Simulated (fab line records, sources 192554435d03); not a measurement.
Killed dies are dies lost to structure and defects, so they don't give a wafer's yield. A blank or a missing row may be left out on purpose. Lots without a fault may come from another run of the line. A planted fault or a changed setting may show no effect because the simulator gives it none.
Chamber matching | flow n5_finfet | N5_BEOL_M4_DESCUM_33 on rie_diel-01: 4 sister chambers
The step chemistry O2, time 7 s. 14 wafers are shown with their chamber, then 7 later ones without.

WAFERS WITH THEIR CHAMBER
wafer  | chamber | drypump_motor_current_A (A) | showerhead_plenum_p_Torr (Torr) | oes_product_au (a.u.)
L079.1 | 0       | 6.5                         | 2.16                            | 0.83
L079.2 | 1       | 5.7                         | 2.00                            | 0.71
L079.6 | 0       | 6.5                         | 2.16                            | 0.84
L082.1 | 3       | 5.7                         | 2.13                            | 0.73
L082.2 | 1       | 5.8                         | 2.00                            | 0.71
L082.6 | 1       | 5.8                         | 2.00                            | 0.71
L085.1 | 1       | 5.7                         | 2.00                            | 0.70
L085.3 | 2       | 5.1                         | 2.21                            | 0.91
L085.5 | 3       | 5.7                         | 2.13                            | 0.72
L086.1 | 1       | 5.7                         | 1.99                            | 0.70
L086.4 | 0       | 6.5                         | 2.15                            | 0.81
L086.5 | 0       | 6.5                         | 2.15                            | 0.81
L088.1 | 3       | 5.7                         | 2.12                            | 0.71
L088.3 | 2       | 5.1                         | 2.21                            | 0.89

SIGNATURES (means of the wafers above)
reading                  | chamber 0 | chamber 1 | chamber 2 | chamber 3 | scatter within a chamber
drypump_motor_current_A  | 6.500     | 5.740     | 5.100     | 5.700     | 0.0346
showerhead_plenum_p_Torr | 2.1550    | 1.9980    | 2.2100    | 2.1267    | 0.00497
oes_product_au           | 0.8225    | 0.7060    | 0.9000    | 0.7200    | 0.0109
Rule: a wafer's distance from a chamber is the root of the sum, over the readings, of the square of ((its reading less the chamber's mean) divided by the reading's scatter). The wafer belongs to the nearest chamber; if the next one is less than 2 further off, it can't be placed. The scatter: the root of (the sum of the squares of (reading less its chamber's mean) over the shown wafers, divided by (wafers less chambers)).

WAFERS WITHOUT THEIR CHAMBER
wafer  | drypump_motor_current_A (A) | showerhead_plenum_p_Torr (Torr) | oes_product_au (a.u.)
L088.6 | 5.7                         | 2.12                            | 0.71
L089.3 | 5.7                         | 1.99                            | 0.68
L089.4 | 5.7                         | 2.12                            | 0.71
L089.6 | 6.5                         | 2.15                            | 0.80
L094.2 | 5.1                         | 2.21                            | 0.88
L094.4 | 5.7                         | 1.99                            | 0.67
L094.6 | 5.8                         | 1.99                            | 0.68

WHICH CHAMBER EACH WENT THROUGH
wafer  | from the rows above | in truth
L088.6 | 3                   | 3
L089.3 | 1                   | 1
L089.4 | 3                   | 3
L089.6 | 0                   | 0
L094.2 | 2                   | 2
L094.4 | 1                   | 1
L094.6 | 1                   | 1
Placed correctly: 7 of 7. Can't be placed from these rows: 0. Placed wrongly: 0.
